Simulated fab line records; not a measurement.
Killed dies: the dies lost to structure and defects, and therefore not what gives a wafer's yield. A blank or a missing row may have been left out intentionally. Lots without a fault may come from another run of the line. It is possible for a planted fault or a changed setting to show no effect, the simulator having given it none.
fab line records -- flow nand-harc
record: lots: 12, wafers: 36, last-day: 25
route steps=1159 shown P_GATE@155
lots that met no fault: from a run of the same line without faults
start-h: the number of hours between the record's first day and the start of the first shown wafer of the lot -- wait-h: hours since the lot's step before -- " identical to the entry in the row above -- L1.1+2: a row that stands for several wafers -- - no value, or no start was given -- * or withheld: withheld -- < > ~ a bound
route shown NAME@n: NAME is a module with steps in the file, n the number in the route of the first one -- usual: the fault-free wafers' mean and standard deviation -- same: alike in all rows -- chamber/n: place in a boat -- sites: readings site by site -- _std_site: standard deviation across them -- _edge_site: the outer-site mean with the inner-site mean subtracted -- radius-mm: for every site, how far away it sits from the centre of the wafer -- mask NAME#n: copy n -- behind: the last tool/chamber to shape the wafer -- hold: why the lot went on hold/how many hours it stayed there/how the hold came to an end -- device: the n, p or np transistor that did not switch -- end of line: the tests these same wafers got at the end of their route -- where a step has no rows: the recipe by itself -- killed: the dies lost at the first sort to structure and to defects; this is not the yield of the wafer -- map: dies across one wafer; x = killed, . = not, _ = none there
set.NAME: the run value of the setting; set.NAME@STEP: its run value at that earlier step -- model.NAME: the simulator's own value behind a step, which no gauge read
one table for each step of the route and one row for each wafer, over a sample of lots
services: a tool's chamber out of use, with start hour (start-h, from the record's first day; less than 0 if before it), hours out, and reason
== steps ==
step: NHARC_P_GATE_ALD_36
recipe: target-thk-a: 200, pulse-time-s: 60, ald-cycles: 223, temp-c: 400, material: SiNx
usual: heater-power-outer-w: 531/54, heater-power-w: 863/80, precursor-pulse-height-rel: 1.000/0.021
lot.wafer,tool,chamber,start-h,wait-h,heater-power-outer-w,heater-power-w,precursor-pulse-height-rel,since-wet-clean-h
L500.4,ald-sin-02,1,94.24,-,590,901,1.015,36
L500.6,ald-sin-02,0,97.41,-,479,811,1.000,-
L500.5,ald-sin-02,1,98.47,-,597,887,0.974,-
L501.3,ald-sin-03,3,96.27,-,511,806,1.004,158
L501.5,ald-sin-03,0,97.34,-,519,881,0.996,-
L501.6,ald-sin-03,1,98.41,-,483,775,1.029,-
L502.1,ald-sin-03,0,108.54,-,528,873,1.020,170
L502.4,ald-sin-03,2,110.62,-,554,871,1.008,172
L502.6,ald-sin-03,1,113.75,-,491,750,1.013,-
L504.2,ald-sin-02,1,115.40,-,583,905,1.025,57
L504.6,ald-sin-02,2,116.45,-,561,880,0.977,-
L504.5,ald-sin-02,3,117.50,-,482,809,1.039,-
L506.2,ald-sin-03,0,131.62,-,509,849,1.017,9
L506.3,ald-sin-03,1,132.70,-,491,742,0.991,10
L506.1,ald-sin-03,2,133.78,-,571,906,0.993,11
L508.1,ald-sin-04,3,144.76,-,463,775,1.027,128
L508.5,ald-sin-04,0,146.16,-,539,979,0.997,-
L508.4,ald-sin-04,2,147.56,-,561,885,1.011,-
L510.1,ald-sin-03,3,149.99,-,490,764,1.015,27
L510.4,ald-sin-03,1,152.16,-,484,744,0.999,29
L510.5,ald-sin-03,3,154.34,-,475,776,0.993,-
L509.4,ald-sin-02,0,150.62,-,499,834,1.027,93
L509.2,ald-sin-02,1,151.69,-,576,928,1.011,94
L509.5,ald-sin-02,1,155.97,-,585,924,0.974,-
L519.1,ald-sin-04,3,202.15,-,464,781,0.987,7
L519.3,ald-sin-04,0,203.20,-,543,978,0.983,8
L519.2,ald-sin-04,1,204.24,-,657,1009,0.993,9
L520.1,ald-sin-03,3,210.21,-,493,753,0.979,88
L520.4,ald-sin-03,0,211.28,-,498,852,1.017,89
L520.6,ald-sin-03,0,215.57,-,512,847,0.964,-
L522.3,ald-sin-03,2,225.93,-,588,913,1.004,103
L522.2,ald-sin-03,0,228.05,-,503,844,0.986,105
L522.5,ald-sin-03,2,230.16,-,568,920,1.019,-
L523.2,ald-sin-04,2,230.15,-,577,941,1.046,35
L523.1,ald-sin-04,0,232.30,-,538,979,1.012,37
L523.6,ald-sin-04,2,234.45,-,608,950,0.987,-
step: NHARC_P_GATE_STRIP_112
recipe: power-w: 1500, temp-c: 110, time-s: 200, chemistry: N2/H2
usual: drypump-motor-current-A: 6.1/0.33, heater-power-w: 83.7/2.7
lot.wafer,tool,chamber,start-h,wait-h,drypump-motor-current-A,heater-power-w,rf-hours-counter-h
L501.3,plasma-asher-02,1,106.67,0.7,6.6,83.4,-
L501.5,plasma-asher-02,0,106.67,0.7,6.0,83.3,-
L501.6,plasma-asher-02,1,106.67,0.7,6.6,84.4,-
L500.4,plasma-asher-02,1,106.99,0.4,6.6,81.2,-
L500.5,plasma-asher-02,0,106.99,0.4,6.0,83.4,-
L500.6,plasma-asher-02,1,106.99,0.4,6.6,81.9,-
L502.1,plasma-asher-02,0,121.36,0.2,6.0,82.6,37
L502.4,plasma-asher-02,1,121.36,0.2,6.6,84.5,-
L502.6,plasma-asher-02,1,121.36,0.2,6.6,84.0,-
L504.2,plasma-asher-01,1,124.92,0.2,5.9,83.2,6
L504.5,plasma-asher-01,1,124.92,0.2,5.9,84.0,-
L504.6,plasma-asher-01,0,124.92,0.2,5.8,86.4,-
L506.1,plasma-asher-01,1,144.64,0.2,5.8,84.7,12
L506.2,plasma-asher-01,0,144.64,0.2,5.8,87.1,12
L506.3,plasma-asher-01,0,144.64,0.2,5.8,89.0,-
L508.1,plasma-asher-01,0,157.13,0.2,5.8,85.3,15
L508.4,plasma-asher-01,0,157.13,0.2,5.8,85.9,-
L508.5,plasma-asher-01,1,157.13,0.2,5.8,85.1,-
L510.1,plasma-asher-02,1,163.04,0.2,6.6,84.0,51
L510.4,plasma-asher-02,0,163.04,0.2,6.0,82.8,-
L510.5,plasma-asher-02,1,163.04,0.2,6.6,84.2,-
L509.2,plasma-asher-01,0,163.62,0.2,5.8,85.8,18
L509.4,plasma-asher-01,0,163.62,0.2,5.8,87.0,-
L509.5,plasma-asher-01,0,163.62,0.2,5.8,84.2,-
L519.2,plasma-asher-02,1,214.80,0.2,6.6,80.8,7
L519.1,plasma-asher-02,0,214.80,0.2,6.0,80.6,7
L519.3,plasma-asher-02,1,214.80,0.2,6.6,79.4,-
L520.1,plasma-asher-02,0,223.14,0.2,6.0,80.6,10
L520.4,plasma-asher-02,0,223.14,0.2,6.0,81.5,-
L520.6,plasma-asher-02,1,223.14,0.2,6.6,83.4,-
L522.2,plasma-asher-02,0,238.37,0.6,6.0,80.0,15
L522.3,plasma-asher-02,0,238.37,0.6,6.0,78.8,-
L522.5,plasma-asher-02,0,238.37,0.6,6.0,81.1,-
L523.1,plasma-asher-02,1,242.01,0.2,6.6,80.6,17
L523.2,plasma-asher-02,0,242.01,0.2,6.0,80.2,17
L523.6,plasma-asher-02,0,242.01,0.2,6.0,81.0,-
step: NHARC_P_GATE_EXPOSE_88
recipe: na: 0.6, target-cd-nm: 2000, dose-mj: 11.87, mask-id: P_HVN
usual: stage-vel-mm-s: 500.02/0.23
lot.wafer,tool,chamber,start-h,wait-h,mask,stage-vel-mm-s
L501.3,krf-scanner-04,0,107.57,-,P_HVN#0,500.37
L501.5,krf-scanner-04,0,107.57,-,P_HVN#0,499.91
L501.6,krf-scanner-04,0,107.57,-,P_HVN#0,500.39
L500.4,krf-scanner-03,0,107.90,-,P_HVN#0,499.97
L500.5,krf-scanner-03,0,107.90,-,P_HVN#0,499.70
L500.6,krf-scanner-03,0,107.90,-,P_HVN#0,500.04
L502.1,krf-scanner-04,0,122.26,-,P_HVN#0,499.84
L502.4,krf-scanner-04,0,122.26,-,P_HVN#0,499.53
L502.6,krf-scanner-04,0,122.26,-,P_HVN#0,499.77
L504.2,krf-scanner-04,0,125.83,-,P_HVN#0,500.37
L504.5,krf-scanner-04,0,125.83,-,P_HVN#0,500.07
L504.6,krf-scanner-04,0,125.83,-,P_HVN#0,500.02
L506.1,krf-scanner-03,0,145.66,-,P_HVN#0,499.45
L506.2,krf-scanner-03,0,145.66,-,P_HVN#0,499.87
L506.3,krf-scanner-03,0,145.66,-,P_HVN#0,500.07
L508.1,krf-scanner-01,0,158.11,-,P_HVN#0,499.99
L508.4,krf-scanner-01,0,158.11,-,P_HVN#0,499.86
L508.5,krf-scanner-01,0,158.11,-,P_HVN#0,500.03
L510.1,krf-scanner-04,0,164.07,-,P_HVN#0,500.23
L510.4,krf-scanner-04,0,164.07,-,P_HVN#0,500.14
L510.5,krf-scanner-04,0,164.07,-,P_HVN#0,500.33
L509.2,krf-scanner-03,0,164.65,-,P_HVN_R1#0,499.96
L509.4,krf-scanner-03,0,164.65,-,P_HVN_R1#0,500.00
L509.5,krf-scanner-03,0,164.65,-,P_HVN_R1#0,500.18
L519.1,krf-scanner-01,0,215.83,-,P_HVN#0,499.95
L519.2,krf-scanner-01,0,215.83,-,P_HVN#0,500.25
L519.3,krf-scanner-01,0,215.83,-,P_HVN#0,500.18
L520.1,krf-scanner-01,0,224.17,-,P_HVN#0,499.82
L520.4,krf-scanner-01,0,224.17,-,P_HVN#0,500.23
L520.6,krf-scanner-01,0,224.17,-,P_HVN#0,500.12
L522.2,krf-scanner-04,0,239.28,-,P_HVN#0,500.24
L522.3,krf-scanner-04,0,239.28,-,P_HVN#0,499.86
L522.5,krf-scanner-04,0,239.28,-,P_HVN#0,500.12
L523.1,krf-scanner-04,0,242.92,-,P_HVN#0,499.90
L523.2,krf-scanner-04,0,242.92,-,P_HVN#0,500.12
L523.6,krf-scanner-04,0,242.92,-,P_HVN#0,499.68
step: NHARC_P_GATE_CD_MEAS_91
recipe: target-cd-nm: 2000, landing-energy-ev: 500
usual: cd-nm: 2000.1/1.3
lot.wafer,tool,chamber,start-h,wait-h,cd-nm
L501.3,cd-sem-01,0,107.72,-,2000.4
L501.5,cd-sem-01,0,107.72,-,1997.6
L501.6,cd-sem-01,0,107.72,-,1998.4
L500.4,cd-sem-01,0,108.04,-,1999.9
L500.5,cd-sem-01,0,108.04,-,2001.9
L500.6,cd-sem-01,0,108.04,-,2001.3
L502.1,cd-sem-03,0,122.41,-,2001.4
L502.4,cd-sem-03,0,122.41,-,2003.0
L502.6,cd-sem-03,0,122.41,-,2002.2
L504.2,cd-sem-01,0,125.98,-,1997.8
L504.5,cd-sem-01,0,125.98,-,2000.8
L504.6,cd-sem-01,0,125.98,-,2000.5
L506.1,cd-sem-02,0,145.82,-,1999.2
L506.2,cd-sem-02,0,145.82,-,1999.2
L506.3,cd-sem-02,0,145.82,-,2000.2
L508.1,cd-sem-01,0,158.26,-,2001.2
L508.4,cd-sem-01,0,158.26,-,2000.5
L508.5,cd-sem-01,0,158.26,-,2000.0
L510.1,cd-sem-03,0,164.23,-,2000.4
L510.4,cd-sem-03,0,164.23,-,2001.0
L510.5,cd-sem-03,0,164.23,-,2001.3
L509.2,cd-sem-01,0,164.80,-,1981.4
L509.4,cd-sem-01,0,164.80,-,1981.7
L509.5,cd-sem-01,0,164.80,-,1979.0
L519.1,cd-sem-01,0,215.98,-,2000.4
L519.2,cd-sem-01,0,215.98,-,2002.3
L519.3,cd-sem-01,0,215.98,-,2000.2
L520.1,cd-sem-01,0,224.32,-,2001.7
L520.4,cd-sem-01,0,224.32,-,2001.4
L520.6,cd-sem-01,0,224.32,-,1999.7
L522.2,cd-sem-03,0,239.43,-,1999.6
L522.3,cd-sem-03,0,239.43,-,2000.3
L522.5,cd-sem-03,0,239.43,-,2000.0
L523.1,cd-sem-03,0,243.07,-,2000.6
L523.2,cd-sem-03,0,243.07,-,2000.8
L523.6,cd-sem-03,0,243.07,-,2000.1
step: NHARC_P_GATE_RTA_80
recipe: temp-c: 300, time-s: 30
usual: lamp-power-pct: 2.272/0.025, wafer_temp_C_max: 301.6/0.45
lot.wafer,tool,chamber,start-h,wait-h,lamp-power-pct,wafer_temp_C_max
L501.3,rtp-anneal-01,0,110.33,-,2.256,301.7
L501.5,rtp-anneal-01,0,110.33,-,2.257,301.9
L501.6,rtp-anneal-01,0,110.33,-,2.255,301.6
L500.4,rtp-anneal-02,0,110.99,-,2.316,302.3
L500.5,rtp-anneal-02,0,110.99,-,2.314,302.1
L500.6,rtp-anneal-02,0,110.99,-,2.314,302.8
L502.1,rtp-anneal-01,0,124.81,-,2.267,301.6
L502.4,rtp-anneal-01,0,124.81,-,2.266,301.9
L502.6,rtp-anneal-01,0,124.81,-,2.263,301.6
L504.2,rtp-anneal-01,0,128.42,-,2.260,302.2
L504.5,rtp-anneal-01,0,128.42,-,2.263,301.9
L504.6,rtp-anneal-01,0,128.42,-,2.261,301.6
L506.1,rtp-anneal-01,0,148.22,-,2.259,301.8
L506.2,rtp-anneal-01,0,148.22,-,2.257,301.5
L506.3,rtp-anneal-01,0,148.22,-,2.258,301.1
L508.1,rtp-anneal-02,0,160.68,-,2.317,302.5
L508.4,rtp-anneal-02,0,160.68,-,2.315,302.6
L508.5,rtp-anneal-02,0,160.68,-,2.314,302.2
L510.1,rtp-anneal-01,0,166.69,-,2.260,301.3
L510.4,rtp-anneal-01,0,166.69,-,2.263,301.7
L510.5,rtp-anneal-01,0,166.69,-,2.259,301.2
L509.2,rtp-anneal-01,0,172.06,-,2.261,301.7
L509.4,rtp-anneal-01,0,172.06,-,2.259,301.4
L509.5,rtp-anneal-01,0,172.06,-,2.259,301.6
L519.1,rtp-anneal-01,0,218.41,-,2.255,300.9
L519.2,rtp-anneal-01,0,218.41,-,2.257,301.3
L519.3,rtp-anneal-01,0,218.41,-,2.257,301.2
L520.1,rtp-anneal-02,0,226.75,-,2.314,302.3
L520.4,rtp-anneal-02,0,226.75,-,2.316,301.9
L520.6,rtp-anneal-02,0,226.75,-,2.313,302.1
L522.2,rtp-anneal-02,0,241.94,-,2.326,302.4
L522.3,rtp-anneal-02,0,241.94,-,2.328,302.6
L522.5,rtp-anneal-02,0,241.94,-,2.328,301.9
L523.1,rtp-anneal-01,0,245.75,-,2.255,301.2
L523.2,rtp-anneal-01,0,245.75,-,2.258,302.5
L523.6,rtp-anneal-01,0,245.75,-,2.253,301.5
== services ==
tool,chamber,start-h,hours,kind
krf-scanner-03,-,78.51,12.2,repair
ald-sin-02,2,83.29,1.7,repair
krf-scanner-01,-,84.00,4.0,pm
plasma-asher-01,-,99.00,9.0,pm
krf-scanner-01,-,114.01,4.0,repair
krf-scanner-04,-,126.00,4.0,pm
ald-sin-04,1,132.11,10.8,repair
krf-scanner-04,-,135.31,7.7,repair
krf-scanner-03,-,136.32,0.7,repair
krf-scanner-04,-,145.20,0.4,repair
krf-scanner-03,-,168.00,4.0,pm
plasma-asher-02,-,183.25,9.0,pm
plasma-asher-02,0,183.25,9.0,vent-cycle
plasma-asher-02,1,183.25,9.0,vent-cycle
krf-scanner-01,-,185.51,0.7,repair
ald-sin-04,-,187.32,10.0,pm
krf-scanner-01,-,190.33,0.4,repair
plasma-asher-02,0,192.25,-,clean
plasma-asher-02,1,192.25,-,clean
krf-scanner-04,-,203.14,0.9,repair
krf-scanner-03,-,224.50,0.4,repair
krf-scanner-04,-,230.90,0.7,repair
ald-sin-02,-,230.92,10.0,pm
krf-scanner-01,-,238.25,1.4,repair
== key ==
first-sign: step: NHARC_P_GATE_EXPOSE_88, reading: mask, direction: changed
effect: step: NHARC_P_GATE_CD_MEAS_91, reading: cd-nm, direction: down, sigmas: 14, usual: 2000.1, struck: 1980.7
met-at NHARC_P_GATE_EXPOSE_88
struck-lots L509
tester-left-out L509
not-acting-at NHARC_P_GATE_ALD_36,NHARC_P_GATE_STRIP_112,NHARC_P_GATE_RTA_80
onset-between 145.66 164.65
fault: kind: wrong-mask, tool: any, chamber: -, onset-h: 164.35, steps: NHARC_P_GATE_EXPOSE_88, aux-copy: P_HVN_R1#0, cd-offset-nm: -20.591, scope: struck-lots-only
tester-left-out: of these lots the tester's yield and bins aren't shown, on N5 and GAA mostly nor the transistor test; their killed dies are dies lost to structure and defects alone, not to doping, threshold or leakage, so they don't give the yield
